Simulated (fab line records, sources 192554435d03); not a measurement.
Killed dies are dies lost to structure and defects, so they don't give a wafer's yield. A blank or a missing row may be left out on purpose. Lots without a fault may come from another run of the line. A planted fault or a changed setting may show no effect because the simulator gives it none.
fab line records | flow n5_finfet
record lots=6 wafers=18 last_day=16
route steps=1938 shown HKMG_FIN@432 BEOL_M4@1111 PASSIVATION@1936
lots that met no fault: from a run of the same line without faults
start_h: hours from the record's first day to the start of the lot's first wafer shown | wait_h: hours since the lot's step before | " the same as in the row above | L1.1+2: a row that stands for several wafers | - no value, or no start given | * or withheld: withheld | < > ~ a bound
route shown NAME@n: a module of which the file shows steps, and the number in the route of the first | usual: mean/standard deviation of fault-free wafers | same: alike in all rows | chamber/n: place in a boat | sites: the reading at each site | _std_site: their standard deviation | _edge_site: outer sites' mean less inner sites' | radius_mm: how far each site lies from the wafer's centre | mask NAME#n: copy n | behind: the tool/chamber that last shaped the wafer | hold: why the lot was held/for how many hours/how that ended | device: the transistor (n, p or np) that didn't switch | end of line: the same wafers' tests at the end of the route | a step without rows: its recipe alone | killed: dies lost to structure and defects at the first sort, not the wafer's yield | map: a wafer's dies, x killed, . not, _ none there
set.NAME: the setting as run; set.NAME@STEP: as run at that earlier step | model.NAME: the simulator's own value behind a step, which no gauge read
lots at some steps of the route; a table a step, a row a wafer
services: from which hour (start_h, from the record's first day; less than 0 if before it) a tool's chamber was out of use, for how many hours, and why
## steps
# step N5_HKMG_FIN_INSPECT_14
# recipe mode=adi inspect_instrument=macro
# usual raw_defect_count=2.0/1.5
# columns lot.wafer tool chamber start_h wait_h raw_defect_count
L197.1 defect_inspect-02 - 84.28 0.0 2
L197.3 " - " " 1
L197.4 " - " " 3
L200.3 defect_inspect-02 - 106.21 0.0 3
L200.4 " - " " 2
L200.6 " - " " 2
L201.1 defect_inspect-02 - 108.99 0.0 3
L201.2 " - " " 1
L201.5 " - " " 3
L202.1 defect_inspect-01 - 116.58 0.0 2
L202.2 " - " " 1
L202.6 " - " " 2
L213.1 defect_inspect-01 - 183.37 0.0 7
L213.4 " - " " 1
L213.5 " - " " 5
L214.1 defect_inspect-02 - 186.02 0.0 4
L214.5 " - " " 0
L214.6 " - " " 1
# step N5_HKMG_FIN_DESCUM_17
# recipe chemistry=O2 time_s=7.9 source_power_w=50 bias_power_w=20 pressure_mtorr=20 rf_frequency_hz=2.712e+07 temp_c=40 resist=CAR-ArF o2_flow_sccm=225
# step N5_HKMG_FIN_ETCH_31
# recipe chemistry=CF4 target=SiARC target_depth_a=455 mask_material=CAR-ArF time_s=75.8 ion_energy_ev=80 pressure_mtorr=40 source_w=545 bias_w=36 Ar_flow_sccm=100 cf4_flow_sccm=100 ends=cleared
# usual bias_w=35.99/0.096 cf4_flow_sccm=100.05/0.28 drypump_motor_current_A=5.6/0.41 etch_rf_on_time_s=75.6/1.7 oes_product_au=0.66/0.063 rf_vpp_V=184.1/1.2 showerhead_plenum_p_Torr=2.14/0.062 throttle_valve_pct=15.56/0.2
# columns lot.wafer tool chamber start_h wait_h bias_w cf4_flow_sccm drypump_motor_current_A etch_rf_on_time_s oes_product_au rf_hours_counter_h rf_vpp_V showerhead_plenum_p_Torr throttle_valve_pct
L197.1 rie_diel-02 3 84.35 0.0 35.98 100.24 5.6 72.4 0.67 140 184.8 2.14 15.52
L197.3 " 2 " " 36.08 99.57 5.2 76.5 0.62 196 184.5 2.21 15.88
L197.4 " 1 " " 35.91 100.33 6.2 77.7 0.62 - 184.2 2.22 15.54
L200.3 rie_diel-04 3 106.83 0.0 35.89 100.68 6.4 76.1 0.81 7 186.3 2.20 15.52
L200.4 " 0 " " 35.95 100.24 6.7 75.7 0.59 228 183.3 2.03 15.92
L200.6 " 3 " " 36.00 100.49 6.4 76.2 0.81 - 184.1 2.20 15.54
L201.1 rie_diel-03 0 109.11 0.0 36.02 99.69 5.6 72.7 0.65 165 185.3 2.13 15.44
L201.2 " 3 " " 35.84 100.25 5.7 76.7 0.61 232 182.8 2.03 15.86
L201.5 " 2 " " 36.08 100.09 5.5 73.9 0.72 - 184.7 2.16 15.31
L202.1 rie_diel-02 2 116.80 0.0 35.92 100.00 5.2 76.2 0.62 208 184.6 2.21 15.91
L202.2 " 1 " " 36.05 99.89 6.2 77.0 0.62 194 184.4 2.21 15.56
L202.6 " 3 " " 35.91 100.12 5.6 72.5 0.65 - 183.0 2.14 15.53
L213.1 rie_diel-03 2 183.45 0.0 35.85 99.84 5.5 76.2 0.68 102 184.0 2.15 15.37
L213.4 " 1 " " 35.89 99.99 5.3 77.7 0.70 75 185.7 2.17 15.38
L213.5 " 1 " " 36.03 100.21 5.3 77.5 0.70 - 184.8 2.17 15.37
L214.1 rie_diel-02 2 186.09 0.0 36.06 99.99 5.2 76.0 0.60 231 185.4 2.20 15.94
L214.5 " 3 " " 36.10 100.47 5.6 72.8 0.64 - 183.8 2.13 15.59
L214.6 " 2 " " 36.16 99.84 5.2 77.0 0.59 - 185.0 2.20 15.96
# step N5_HKMG_FIN_ETCH_32
# recipe chemistry=N2/H2 target=SOC target_depth_a=2400 temp_c=40 time_s=300 ion_energy_ev=200 mask_material=SiARC pressure_mtorr=30 source_w=840 bias_w=150 n2_flow_sccm=200 h2_flow_sccm=200
# step N5_HKMG_FIN_STRIP_33
# recipe chemistry=N2/H2 temp_c=40 n2_flow_sccm=200 h2_flow_sccm=200 rf_frequency_hz=6e+07
# step N5_HKMG_FIN_STRIP_34
# recipe chemistry=CF4 resist=SiARC power_w=300 bias_power_w=75 pressure_mtorr=50 cf4_flow_sccm=150 rf_frequency_hz=6e+07
# usual drypump_motor_current_A=5.6/0.41 oes_product_au=0.76/0.071 rf_vpp_V=271.1/1.4 showerhead_plenum_p_Torr=1.80/0.049 throttle_valve_pct=13.55/0.2
# columns lot.wafer tool chamber start_h wait_h drypump_motor_current_A oes_product_au rf_hours_counter_h rf_vpp_V showerhead_plenum_p_Torr throttle_valve_pct
L197.1 rie_diel-02 3 84.60 0.0 5.6 0.75 140 273.5 1.78 13.43
L197.3 " 2 " " 5.2 0.72 196 272.8 1.85 13.86
L197.4 " 1 " " 6.2 0.73 - 272.0 1.85 13.49
L200.3 rie_diel-04 3 107.08 0.0 6.4 0.93 7 272.0 1.83 13.41
L200.4 " 0 " " 6.7 0.69 228 269.1 1.70 13.93
L200.6 " 3 " " 6.4 0.93 - 272.3 1.83 13.41
L201.1 rie_diel-03 0 109.36 0.0 5.6 0.74 165 270.8 1.79 13.45
L201.2 " 3 " " 5.7 0.71 232 269.2 1.69 13.83
L201.5 " 2 " " 5.4 0.82 - 270.3 1.81 13.28
L202.1 rie_diel-02 2 117.04 0.0 5.2 0.71 209 273.3 1.84 13.88
L202.2 " 1 " " 6.2 0.72 194 272.4 1.84 13.52
L202.6 " 3 " " 5.6 0.74 - 271.7 1.78 13.47
L213.1 rie_diel-03 2 183.69 0.0 5.4 0.78 103 270.6 1.80 13.34
L213.4 " 1 " " 5.3 0.83 75 271.6 1.83 13.38
L213.5 " 1 " " 5.3 0.82 - 270.9 1.83 13.37
L214.1 rie_diel-02 2 186.33 0.0 5.2 0.70 231 272.2 1.84 13.92
L214.5 " 3 " " 5.6 0.72 - 270.7 1.77 13.50
L214.6 " 2 " " 5.2 0.70 - 272.3 1.84 13.93
# step N5_HKMG_FIN_ETCH_35
# recipe chemistry=N2/H2 target=SOC target_depth_a=2158 ion_energy_ev=65 bias_w=5 source_w=3000 time_s=243.4 pressure_mtorr=30 n2_flow_sccm=200 h2_flow_sccm=200
# step N5_HKMG_FIN_STRIP_92
# recipe chemistry=N2/H2 material=SOC time_s=20 power_w=500 temp_c=40 pressure_mtorr=50 rf_frequency_hz=6e+07 bias_power_w=8 h2_frac=0.5 n2_flow_sccm=300 h2_flow_sccm=300
# usual drypump_motor_current_A=5.7/0.41 h2_flow_sccm=300.0/0.94 oes_product_au=0.77/0.074 rf_vpp_V=54.3/0.84 showerhead_plenum_p_Torr=3.37/0.11 throttle_valve_pct=19.0/0.44
# columns lot.wafer tool chamber start_h wait_h drypump_motor_current_A h2_flow_sccm oes_product_au rf_hours_counter_h rf_vpp_V showerhead_plenum_p_Torr throttle_valve_pct
L197.1 rie_diel-02 3 84.77 0.1 5.6 300.8 0.77 140 55.3 3.36 19.1
L197.3 " 2 " " 5.3 301.1 0.73 196 54.7 3.50 19.8
L197.4 " 1 " " 6.3 300.0 0.72 - 55.4 3.49 19.1
L200.3 rie_diel-04 3 107.25 0.1 6.4 301.0 0.94 7 53.7 3.43 18.8
L200.4 " 0 " " 6.7 300.2 0.68 229 54.4 3.20 19.3
L200.6 " 3 " " 6.5 300.4 0.94 - 54.1 3.43 18.8
L201.1 rie_diel-03 0 109.53 0.1 5.6 300.3 0.77 165 54.5 3.37 19.6
L201.2 " 3 " " 5.7 298.6 0.72 232 54.0 3.17 19.2
L201.5 " 2 " " 5.5 300.4 0.83 - 54.2 3.38 18.6
L202.1 rie_diel-02 2 117.21 0.1 5.2 300.1 0.71 209 54.5 3.49 19.8
L202.2 " 1 " " 6.2 298.5 0.72 194 54.0 3.48 19.1
L202.6 " 3 " " 5.6 299.7 0.76 - 55.2 3.35 19.1
L213.1 rie_diel-03 2 183.86 0.1 5.4 299.3 0.79 103 53.9 3.36 18.7
L213.4 " 1 " " 5.3 300.9 0.83 76 53.9 3.41 18.6
L213.5 " 1 " " 5.3 300.2 0.81 - 54.4 3.41 18.6
L214.1 rie_diel-02 2 186.50 0.1 5.2 301.4 0.70 231 54.6 3.48 19.8
L214.5 " 3 " " 5.6 298.0 0.74 - 55.0 3.34 19.2
L214.6 " 2 " " 5.2 301.8 0.70 - 55.4 3.48 19.9
# step N5_HKMG_FIN_WET_ETCH_18
# recipe chemistry=SC1 target=TiN mix=1:1:5 temp_c=* time_s=55 target_depth_nm=5.2 dry=ipa_marangoni rinse_time_s=30 rinse_temp_c=23
# step N5_HKMG_FIN_STRIP_19
# recipe chemistry=N2/H2 power_w=2500 temp_c=300 h2_frac=0.65 time_s=360 pressure_mtorr=withheld n2_flow_sccm=1750 h2_flow_sccm=3250
# usual drypump_motor_current_A=5.77/0.27 h2_flow_sccm=3251/10 heater_power_w=467/19
# columns lot.wafer tool chamber start_h wait_h drypump_motor_current_A h2_flow_sccm heater_power_w rf_hours_counter_h
L197.1 plasma_asher-01 0 84.91 0.0 6.01 3261 473 87
L197.3 " 0 " " 6.02 3249 468 -
L197.4 " 1 " " 5.83 3254 480 -
L200.3 plasma_asher-01 0 107.51 0.1 6.01 3249 464 -
L200.4 " 1 " " 5.78 3240 482 -
L200.6 " 1 " " 5.79 3242 465 -
L201.1 plasma_asher-01 1 109.67 0.0 5.82 3256 482 91
L201.2 " 0 " " 5.99 3258 463 91
L201.5 " 1 " " 5.81 3253 479 -
L202.1 plasma_asher-02 1 117.36 0.0 6.00 3249 476 45
L202.2 " 0 " " 5.36 3258 443 45
L202.6 " 0 " " 5.35 3253 448 -
L213.1 plasma_asher-02 1 184.01 0.0 5.96 3252 484 60
L213.4 " 1 " " 5.98 3259 466 -
L213.5 " 0 " " 5.37 3245 439 -
L214.1 plasma_asher-02 1 186.65 0.0 5.97 3257 486 60
L214.5 " 0 " " 5.35 3239 443 -
L214.6 " 1 " " 5.98 3263 489 -
# step N5_HKMG_FIN_ALD_91
# recipe material=TiN target_thk_a=10 temp_c=400 ald_precursor_family=TiCl4 ald_co_reactant=NH3 pulse_time_s=1 purge_time_s=3 co_reactant_purge_time_s=2 co_reactant_pulse_time_s=2 ald_cycles=47 pressure_torr=3
# usual chamber_pressure_Torr=3.000/0.0064 heater_power_w=847/84 precursor_pulse_height_rel=1.001/0.02
# columns lot.wafer tool chamber start_h wait_h chamber_pressure_Torr heater_power_w precursor_pulse_height_rel
L197.1 ald_metal-02 1 85.30 0.3 2.994 867 1.006
L197.3 " 0 " " 3.002 837 1.007
L197.4 " 2 " " 3.006 873 1.009
L200.3 ald_metal-02 3 107.78 0.1 3.004 859 1.009
L200.4 " 2 " " 2.998 874 1.023
L200.6 " 3 " " 3.001 848 1.039
L201.1 ald_metal-04 2 110.06 0.3 3.012 702 0.987
L201.2 " 0 " " 2.995 935 0.995
L201.5 " 1 " " 2.994 988 0.984
L202.1 ald_metal-04 0 117.74 0.3 2.990 953 0.995
L202.2 " 2 " " 2.996 738 0.988
L202.6 " 3 " " 2.993 734 1.028
L213.1 ald_metal-04 2 184.40 0.3 3.001 729 1.016
L213.4 " 0 " " 2.997 934 1.021
L213.5 " 1 " " 3.015 975 0.962
L214.1 ald_metal-01 2 187.03 0.3 3.013 888 0.989
L214.5 " 1 " " 3.000 915 1.012
L214.6 " 2 " " 2.993 870 1.014
# step N5_HKMG_FIN_COAT_85
# recipe resist=SOC temp_c=250 time_s=60 spin_rpm=1500 resist_thk_nm=300
# step N5_HKMG_FIN_ETCH_86
# recipe chemistry=N2/H2 target=SOC target_depth_a=3932 stop_on=TiN ion_energy_ev=100 bias_w=61 pressure_mtorr=30 source_w=850 n2_flow_sccm=200 h2_flow_sccm=200
# usual bias_w=61.02/0.17 chamber_pressure_mTorr=30.005/0.028 drypump_motor_current_A=5.8/0.47 h2_flow_sccm=200.1/0.57 oes_product_au=0.77/0.085 rf_vpp_V=240.6/1.4 showerhead_plenum_p_Torr=2.53/0.093 throttle_valve_pct=17.79/0.23
# columns lot.wafer tool chamber start_h wait_h bias_w chamber_pressure_mTorr drypump_motor_current_A h2_flow_sccm oes_product_au rf_hours_counter_h rf_vpp_V showerhead_plenum_p_Torr throttle_valve_pct model.SOC_of_HKMG_FIN_COAT_85.thk_nm
L197.1 rie_diel-02 2 85.66 - 60.89 30.000 5.2 199.7 0.73 197 241.3 2.65 18.31 17.8
L197.3 " 1 " " 60.81 29.973 6.2 200.4 0.73 183 241.3 2.64 17.83 18
L197.4 " 3 " " 61.03 30.011 5.7 200.4 0.75 - 241.2 2.54 17.76 16.4
L200.3 rie_diel-03 1 108.12 - - - - - - - - - - 299.8
L200.4 " 0 " " - - - - - - - - - 300.2
L200.6 " 2 " " - - - - - - - - - 300.4
L201.1 rie_diel-03 2 110.52 - - - - - - - - - - 299.4
L201.2 " 3 " " - - - - - - - - - 300
L201.5 " 2 " " - - - - - - - - - 299.6
L202.1 rie_diel-02 3 118.14 - 61.46 29.991 5.6 200.3 0.74 153 239.9 2.54 17.76 17
L202.2 " 2 " " 61.04 30.025 5.3 200.1 0.71 209 241.8 2.65 18.31 18.2
L202.6 " 0 " " 60.68 30.055 5.3 199.9 0.72 - 239.5 2.41 17.53 17
L213.1 rie_diel-03 0 184.77 - 61.02 30.012 5.7 200.3 0.72 195 241.4 2.54 17.93 17
L213.4 " 3 " " 60.94 29.965 5.7 200.2 0.96 4 242.6 2.70 17.58 14
L213.5 " 0 " " 61.08 30.023 5.6 200.5 0.72 - 240.9 2.54 17.93 16.8
L214.1 rie_diel-02 3 187.37 - 61.25 30.039 5.6 200.1 0.72 175 241.2 2.53 17.82 18
L214.5 " 0 " " 60.98 30.061 5.3 199.4 0.71 - 238.5 2.40 17.57 17.6
L214.6 " 1 " " 60.87 29.972 6.2 200.9 0.71 - 241.4 2.63 17.89 19
# step N5_HKMG_FIN_STRIP_89
# recipe chemistry=N2/H2 material=SOC time_s=20 power_w=500 temp_c=40 pressure_mtorr=50 rf_frequency_hz=6e+07 bias_power_w=8 h2_frac=0.5 n2_flow_sccm=300 h2_flow_sccm=300
# step N5_BEOL_M4_RC_MEAS_101
# usual DIBL_N=35.8/1.6 DIBL_P=36.0/1.9 IOFF_N=0.151/0.029 IOFF_P=0.21/0.037 ION_N=673/12 ION_P=463/7.3 SS_N=71.5/0.58 SS_P=73.2/0.61 VT_N=251/3.3 VT_P=-250/3.3
# columns lot.wafer tool chamber start_h wait_h DIBL_N[mV/V] DIBL_P[mV/V] IOFF_N[nA/um] IOFF_P[nA/um] ION_N[uA/um] ION_P[uA/um] SS_N[mV/dec] SS_P[mV/dec] VT_N[mV] VT_P[mV]
L197.1 prober-01 0 167.23 0.0 36.0 34.6 0.149 0.19 670 462 71.2 72.9 252 -252
L197.3 " 0 " " 37.7 37.0 0.179 0.24 687 472 71.2 73.5 246 -247
L197.4 " 0 " " 35.0 33.2 0.124 0.18 664 458 71.3 72.8 254 -252
L202.1 prober-02 0 204.84 0.0 35.8 35.9 0.160 0.26 693 478 71.7 73.2 250 -243
L202.2 " 0 " " 36.1 35.9 0.161 0.25 673 470 71.5 73.3 250 -245
L202.6 " 0 " " 36.8 37.5 0.185 0.28 682 469 71.8 73.3 247 -244
L213.1 prober-01 0 277.28 0.0 36.1 36.7 0.174 0.22 691 473 71.8 73.6 247 -252
L213.4 " 0 " " 33.0 32.3 0.112 0.16 659 455 70.5 72.4 255 -251
L213.5 " 0 " " 33.6 33.6 0.128 0.17 677 463 71.3 73.2 252 -251
L214.1 prober-01 0 280.84 0.0 35.6 35.9 0.150 0.20 673 459 71.4 73.4 247 -251
L214.5 " 0 " " 33.0 32.2 0.112 0.15 672 461 70.1 73.0 255 -255
L214.6 " 0 " " 36.4 37.1 0.163 0.23 672 466 71.8 74.1 249 -249
# step N5_PASSIVATION_PROBE_49
# usual killed_at_M0_to_M3=37/12 killed_at_M4_up=14/5.3 killed_at_contacts=12/6.2 killed_at_front_end=41/11 killed_at_other=3.7/2.9 killed_dies=107/17 killed_on_rim=14/4.4 killed_open=71/12 killed_short=34/7.9
# same gross_dies=1180 killed_at_back_side=0
# columns lot.wafer tool chamber start_h wait_h killed_at_M0_to_M3 killed_at_M4_up killed_at_contacts killed_at_front_end killed_at_other killed_dies killed_on_rim killed_open killed_short
L202.1 prober-01 - 310.89 0.0 43 11 13 37 1 105 9 64 41
L202.2 prober-01 - 310.94 0.1 30 20 9 40 5 104 12 64 38
L202.6 prober-01 - 311.14 0.3 23 24 9 41 2 99 14 66 25
L201.1 prober-01 - 313.20 0.0 21 10 7 1139 3 1180 152 61 28
L201.2 prober-01 - 313.25 0.1 35 11 10 1121 3 1180 152 61 41
L201.5 prober-01 - 313.40 0.2 29 13 13 1117 8 1180 152 69 33
L200.3 prober-01 - 317.00 0.1 34 18 11 1112 5 1180 152 71 34
L200.4 prober-01 - 317.05 0.2 18 11 6 1142 3 1180 152 41 34
L200.6 prober-01 - 317.15 0.3 46 11 6 1113 4 1180 152 64 35
L213.1 prober-01 - 387.40 0.0 40 15 11 43 4 113 12 78 33
L213.4 prober-01 - 387.55 0.2 33 9 6 49 9 106 12 71 35
L213.5 prober-01 - 387.60 0.2 47 22 20 45 2 136 22 100 32
# killed by level:class
L202.1 BEOL_M0_SAQP:geometric_particle:short=15 BEOL_M0_SAQP:geometric_particle:open=12 MOL_CONTACT_COAG:geometric_particle:open=11 FIN_SAQP:geometric_particle:open=9 STI_FIN_REVEAL:geometric_particle:open=9 BEOL_M1:geometric_particle:open=9 STARTING-WAFER:geometric_particle:short=5 FIN_SAQP:geometric_particle:short=4
L202.2 FIN_SAQP:geometric_particle:open=15 BEOL_M0_SAQP:geometric_particle:short=8 BEOL_M1:geometric_particle:open=7 MOL_CONTACT_COAG:geometric_particle:open=6 BEOL_M4:geometric_particle:open=6 FIN_SAQP:geometric_particle:short=5 BEOL_M0_SAQP:geometric_particle:open=5 STI_FIN_REVEAL:geometric_particle:open=4
L202.6 BEOL_M4:geometric_particle:open=14 STI_FIN_REVEAL:geometric_particle:open=11 FIN_SAQP:geometric_particle:open=7 MOL_CONTACT_COAG:geometric_particle:open=6 BEOL_M0_SAQP:geometric_particle:open=6 HKMG_FIN:area_etch=6 FIN_SAQP:geometric_particle:short=5 BEOL_M0_SAQP:geometric_particle:short=5
L201.1 HKMG_FIN:area_etch=1091 DUMMY_GATE:geometric_particle:open=16 STI_FIN_REVEAL:geometric_particle:open=8 MOL_CONTACT_COAG:geometric_particle:open=6 BEOL_M1:geometric_particle:open=6 DUMMY_GATE:geometric_particle:short=5 FIN_SAQP:geometric_particle:open=4 BEOL_M1:geometric_particle:short=4
L201.2 HKMG_FIN:area_etch=1077 DUMMY_GATE:geometric_particle:open=11 BEOL_M1:geometric_particle:open=9 GATE_CUT:geometric_particle:short=8 MOL_CONTACT_COAG:geometric_particle:open=8 BEOL_M0_SAQP:geometric_particle:short=7 GATE_CUT:geometric_particle:open=6 BEOL_M3:geometric_particle:open=6
L201.5 HKMG_FIN:area_etch=1077 DUMMY_GATE:geometric_particle:open=16 MOL_CONTACT_COAG:geometric_particle:open=9 BEOL_M1:geometric_particle:open=8 PASS1_CAP:geometric_particle:open=5 BEOL_M3:geometric_particle:short=5 BEOL_M5:geometric_particle:open=5 GATE_CUT:geometric_particle:short=4
L200.3 HKMG_FIN:area_etch=1075 BEOL_M2:geometric_particle:open=14 FIN_SAQP:geometric_particle:open=9 STI_FIN_REVEAL:geometric_particle:open=8 MOL_CONTACT_COAG:geometric_particle:open=7 FIN_SAQP:geometric_particle:short=6 ILD0:geometric_particle:short=5 BEOL_M5:geometric_particle:open=5
L200.4 HKMG_FIN:area_etch=1105 FIN_SAQP:geometric_particle:short=13 STI_FIN_REVEAL:geometric_particle:open=7 BEOL_M0_SAQP:geometric_particle:short=7 DUMMY_GATE:geometric_particle:open=6 BEOL_M2:geometric_particle:open=5 FIN_SAQP:geometric_particle:open=4 MOL_CONTACT_COAG:geometric_particle:open=4
L200.6 HKMG_FIN:area_etch=1081 BEOL_M3:geometric_particle:open=9 STI_FIN_REVEAL:geometric_particle:open=8 BEOL_M0_SAQP:geometric_particle:short=8 DUMMY_GATE:geometric_particle:open=6 BEOL_M0_SAQP:geometric_particle:open=6 BEOL_M1:geometric_particle:open=6 BEOL_M1:geometric_particle:short=6
L213.1 STI_FIN_REVEAL:geometric_particle:open=11 BEOL_M2:geometric_particle:open=11 BEOL_M0_SAQP:geometric_particle:open=9 MOL_CONTACT_COAG:geometric_particle:open=8 FIN_SAQP:geometric_particle:open=7 FIN_SAQP:geometric_particle:short=6 BEOL_M0_SAQP:geometric_particle:short=6 BEOL_M4:geometric_particle:open=6
L213.4 STI_FIN_REVEAL:geometric_particle:open=12 FIN_SAQP:geometric_particle:short=11 BEOL_M0_SAQP:geometric_particle:open=10 BEOL_M0_SAQP:geometric_particle:short=10 DUMMY_GATE:geometric_particle:open=8 MOL_CONTACT_COAG:geometric_particle:open=6 BEOL_M2:geometric_particle:open=5 FIN_SAQP:geometric_particle:open=4
L213.5 MOL_CONTACT_COAG:geometric_particle:open=17 BEOL_M3:geometric_particle:open=17 BEOL_M4:geometric_particle:open=11 BEOL_M0_SAQP:geometric_particle:open=10 STI_FIN_REVEAL:geometric_particle:open=9 FIN_SAQP:geometric_particle:open=8 ILD0:geometric_particle:short=6 BEOL_M2:geometric_particle:open=6
# map L200.3 (x killed, . not)
_________________xxxxxxxxxxxx________________
______________xxxxxxxxxxxxxxxxxx_____________
___________xxxxxxxxxxxxxxxxxxxxxxxx__________
__________xxxxxxxxxxxxxxxxxxxxxxxxxx_________
________xxxxxxxxxxxxxxxxxxxxxxxxxxxxxx_______
_______xxxxxxxxxxxxxxxxxxxxxxxxxxxxxxxx______
______xxxxxxxxxxxxxxxxxxxxxxxxxxxxxxxxxx_____
_____xxxxxxxxxxxxxxxxxxxxxxxxxxxxxxxxxxxx____
____xxxxxxxxxxxxxxxxxxxxxxxxxxxxxxxxxxxxxx___
___xxxxxxxxxxxxxxxxxxxxxxxxxxxxxxxxxxxxxxxx__
___xxxxxxxxxxxxxxxxxxxxxxxxxxxxxxxxxxxxxxxx__
__xxxxxxxxxxxxxxxxxxxxxxxxxxxxxxxxxxxxxxxxxx_
__xxxxxxxxxxxxxxxxxxxxxxxxxxxxxxxxxxxxxxxxxx_
_xxxxxxxxxxxxxxxxxxxxxxxxxxxxxxxxxxxxxxxxxxxx
_xxxxxxxxxxxxxxxxxxxxxxxxxxxxxxxxxxxxxxxxxxxx
_xxxxxxxxxxxxxxxxxxxxxxxxxxxxxxxxxxxxxxxxxxxx
_xxxxxxxxxxxxxxxxxxxxxxxxxxxxxxxxxxxxxxxxxxxx
_xxxxxxxxxxxxxxxxxxxxxxxxxxxxxxxxxxxxxxxxxxxx
_xxxxxxxxxxxxxxxxxxxxxxxxxxxxxxxxxxxxxxxxxxxx
_xxxxxxxxxxxxxxxxxxxxxxxxxxxxxxxxxxxxxxxxxxxx
_xxxxxxxxxxxxxxxxxxxxxxxxxxxxxxxxxxxxxxxxxxxx
__xxxxxxxxxxxxxxxxxxxxxxxxxxxxxxxxxxxxxxxxxx_
__xxxxxxxxxxxxxxxxxxxxxxxxxxxxxxxxxxxxxxxxxx_
___xxxxxxxxxxxxxxxxxxxxxxxxxxxxxxxxxxxxxxxx__
___xxxxxxxxxxxxxxxxxxxxxxxxxxxxxxxxxxxxxxxx__
____xxxxxxxxxxxxxxxxxxxxxxxxxxxxxxxxxxxxxx___
_____xxxxxxxxxxxxxxxxxxxxxxxxxxxxxxxxxxxx____
______xxxxxxxxxxxxxxxxxxxxxxxxxxxxxxxxxx_____
_______xxxxxxxxxxxxxxxxxxxxxxxxxxxxxxxx______
________xxxxxxxxxxxxxxxxxxxxxxxxxxxxxx_______
__________xxxxxxxxxxxxxxxxxxxxxxxxxx_________
___________xxxxxxxxxxxxxxxxxxxxxxxx__________
______________xxxxxxxxxxxxxxxxxx_____________
_________________xxxxxxxxxxxx________________
# map L201.1 (x killed, . not)
_________________xxxxxxxxxxxx________________
______________xxxxxxxxxxxxxxxxxx_____________
___________xxxxxxxxxxxxxxxxxxxxxxxx__________
__________xxxxxxxxxxxxxxxxxxxxxxxxxx_________
________xxxxxxxxxxxxxxxxxxxxxxxxxxxxxx_______
_______xxxxxxxxxxxxxxxxxxxxxxxxxxxxxxxx______
______xxxxxxxxxxxxxxxxxxxxxxxxxxxxxxxxxx_____
_____xxxxxxxxxxxxxxxxxxxxxxxxxxxxxxxxxxxx____
____xxxxxxxxxxxxxxxxxxxxxxxxxxxxxxxxxxxxxx___
___xxxxxxxxxxxxxxxxxxxxxxxxxxxxxxxxxxxxxxxx__
___xxxxxxxxxxxxxxxxxxxxxxxxxxxxxxxxxxxxxxxx__
__xxxxxxxxxxxxxxxxxxxxxxxxxxxxxxxxxxxxxxxxxx_
__xxxxxxxxxxxxxxxxxxxxxxxxxxxxxxxxxxxxxxxxxx_
_xxxxxxxxxxxxxxxxxxxxxxxxxxxxxxxxxxxxxxxxxxxx
_xxxxxxxxxxxxxxxxxxxxxxxxxxxxxxxxxxxxxxxxxxxx
_xxxxxxxxxxxxxxxxxxxxxxxxxxxxxxxxxxxxxxxxxxxx
_xxxxxxxxxxxxxxxxxxxxxxxxxxxxxxxxxxxxxxxxxxxx
_xxxxxxxxxxxxxxxxxxxxxxxxxxxxxxxxxxxxxxxxxxxx
_xxxxxxxxxxxxxxxxxxxxxxxxxxxxxxxxxxxxxxxxxxxx
_xxxxxxxxxxxxxxxxxxxxxxxxxxxxxxxxxxxxxxxxxxxx
_xxxxxxxxxxxxxxxxxxxxxxxxxxxxxxxxxxxxxxxxxxxx
__xxxxxxxxxxxxxxxxxxxxxxxxxxxxxxxxxxxxxxxxxx_
__xxxxxxxxxxxxxxxxxxxxxxxxxxxxxxxxxxxxxxxxxx_
___xxxxxxxxxxxxxxxxxxxxxxxxxxxxxxxxxxxxxxxx__
___xxxxxxxxxxxxxxxxxxxxxxxxxxxxxxxxxxxxxxxx__
____xxxxxxxxxxxxxxxxxxxxxxxxxxxxxxxxxxxxxx___
_____xxxxxxxxxxxxxxxxxxxxxxxxxxxxxxxxxxxx____
______xxxxxxxxxxxxxxxxxxxxxxxxxxxxxxxxxx_____
_______xxxxxxxxxxxxxxxxxxxxxxxxxxxxxxxx______
________xxxxxxxxxxxxxxxxxxxxxxxxxxxxxx_______
__________xxxxxxxxxxxxxxxxxxxxxxxxxx_________
___________xxxxxxxxxxxxxxxxxxxxxxxx__________
______________xxxxxxxxxxxxxxxxxx_____________
_________________xxxxxxxxxxxx________________
## services
# columns tool chamber start_h hours kind
plasma_asher-02 - 63.04 2.8 pm
rie_diel-04 3 64.18 - clean
rie_diel-04 3 64.18 - consumable_replace:focus_ring
rie_diel-04 3 64.18 21.7 scheduled_down
rie_diel-04 3 64.18 21.7 vent_cycle
rie_diel-03 0 64.56 13.4 repair
rie_diel-02 0 79.64 8.6 repair
rie_diel-02 1 79.64 3.7 repair
plasma_asher-01 - 90.19 7.5 repair
ald_metal-04 - 118.44 2.8 pm
ald_metal-01 3 119.98 5.4 repair
ald_metal-02 3 130.22 107.3 repair
rie_diel-02 - 145.40 4.3 pm
rie_diel-03 3 158.12 - clean
rie_diel-03 3 158.12 - consumable_replace:focus_ring
rie_diel-03 3 158.12 - consumable_replace:showerhead
rie_diel-03 3 158.12 16.4 scheduled_down
rie_diel-03 3 158.12 16.4 vent_cycle
rie_diel-02 - 163.03 3.2 repair
rie_diel-04 0 165.28 - clean
rie_diel-04 0 165.28 - consumable_replace:focus_ring
rie_diel-04 0 165.28 - consumable_replace:showerhead
rie_diel-04 0 165.28 18.7 scheduled_down
rie_diel-04 0 165.28 18.7 vent_cycle
## key
first_sign step=N5_HKMG_FIN_ETCH_86 reading=tool_record direction=missing
effect step=N5_PASSIVATION_PROBE_49 reading=killed_at_front_end direction=up sigmas=99+ usual=41 struck=1124
model_effect step=N5_HKMG_FIN_ETCH_86 value=SOC_of_HKMG_FIN_COAT_85.thk_nm without=16.6 struck=299.9
more_kills_born_at N5_HKMG_FIN_ETCH_86@rie_diel-03=6494
met_at N5_HKMG_FIN_ETCH_86
struck_wafers L200.3,L200.4,L200.6,L201.1,L201.2,L201.5
later_rows_left_out L200.3,L200.4,L200.6,L201.1,L201.2,L201.5
tester_left_out L200,L201
fault kind=skipped_step_whole tool=rie_diel-03 chamber=- onset_h=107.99 steps=N5_HKMG_FIN_ETCH_86 scope=struck_lots_only
# tester_left_out: of these lots the tester's yield and bins aren't shown, on N5 and GAA mostly nor the transistor test; their killed dies are dies lost to structure and defects alone, not to doping, threshold or leakage, so they don't give the yield
# later_rows_left_out: the simulator's readings of these wafers behind a module that went badly wrong aren't trusted and aren't shown, but for the sort
